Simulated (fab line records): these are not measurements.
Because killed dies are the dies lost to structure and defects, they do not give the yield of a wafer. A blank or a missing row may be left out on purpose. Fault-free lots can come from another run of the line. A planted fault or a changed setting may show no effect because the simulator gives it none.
Problem report in the 8D (eight disciplines) form, filled by code -- flow nand_harc -- the parts of the form that need people (team, actions taken, sign-off) are left out

== 1. THE PROBLEM ==
At NHARC_END_SORT_01, killed_at_array averages 92 over 2 wafers from 2 lots, while fault-free wafers read 28, standard deviation 11. Measured from the usual mean, that is +5.8 standard deviations.
Earliest sighting: wafer L308.2 on prober-01 at day 21 08:29. At this step, 6 wafers from 2 lots have a number in the record. Rule for "out", or "out of limits": more than 4 standard deviations from the usual mean. The rest of the wafers with a number are treated as sound.

== 2. WHAT IT IS; WHAT IT IS NOT ==
question,is,is not
which readings at this step,"killed_at_array, killed_dies","killed_at_other, killed_at_periphery, killed_open, killed_short"
which lots,"L308, L311",-
which wafers of those lots,"L308.2, L311.6","L308.5, L308.6, L311.1, L311.5"
read on which gauges,"prober-01, prober-02",-
when,from day 21 08:29,"up to then (0 sound wafers); but 4 sound wafers of L308, L311 came after"

== 3. THE SUSPECTS, EACH WITH WHAT RULES IT OUT ==
Counting: a tool at a process step up to the reading stays a suspect if it ran every lot that is out. Sound lots after the first of them don't rule it out here, since some wafers of a struck lot are sound.
- the gauge at NHARC_END_SORT_01: ruled out. The wafers that are out were read on 2 gauges (prober-01, prober-02).
- rie_diel-03 at NHARC_A_BLC_ETCH_16 (etches the open film in CF4, target depth 39 nm, time 65 s): kept. It ran every lot that is out, first L308 (day 19 09:16).
- rie_diel-09 at NHARC_HYBRID_BOND_ACTIVATE_00 (chemistry N2, time 60 s): kept. It ran every lot that is out, first L308 (day 20 05:35).
- Within rie_diel-03 at NHARC_A_BLC_ETCH_16: the wafers that are out ran in chamber 2; their sound lot-mates ran in chambers 0, 1, 3.
After counting, rie_diel-03 at NHARC_A_BLC_ETCH_16 and rie_diel-09 at NHARC_HYBRID_BOND_ACTIVATE_00 remain.

== 4. THE CAUSE (what the simulator had put in) ==
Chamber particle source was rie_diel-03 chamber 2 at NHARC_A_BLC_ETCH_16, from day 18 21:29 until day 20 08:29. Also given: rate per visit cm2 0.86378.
Counting left 2 suspects, and this tool is among them.

== 5. THE EFFECT CHAIN, in route order ==
One row per reading whose mean, taken over the struck wafers that have a number, lies over 3 standard deviations from the usual. Scope: only readings with a usual standard deviation given in the record; hours: median across lots of the time from each lot's start at the first step in this table that gives one to its start at this step; sigmas: change in usual standard deviations.
hours,step,reading,usual,on struck wafers,change,sigmas
0,NHARC_END_SORT_01,killed_at_array,28,92,+64,+5.8
0,NHARC_END_SORT_01,killed_dies,31,96,+64,+5.4

== 6. WHAT WOULD HAVE CAUGHT IT SOONER ==
Counted from the fault's start at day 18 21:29, it took 59 hours until the first out-of-limits reading at a measuring or inspecting step in this record, taken at day 21 08:29.
Tool readings at NHARC_A_BLC_ETCH_16 with a usual standard deviation given in the record: none out on any struck wafer, hence no alarm at a limit of 4 standard deviations on them.
By day 21 08:29, every lot that is out (2) had started NHARC_A_BLC_ETCH_16 on rie_diel-03. None of them would have been spared by holding the tool at that moment.
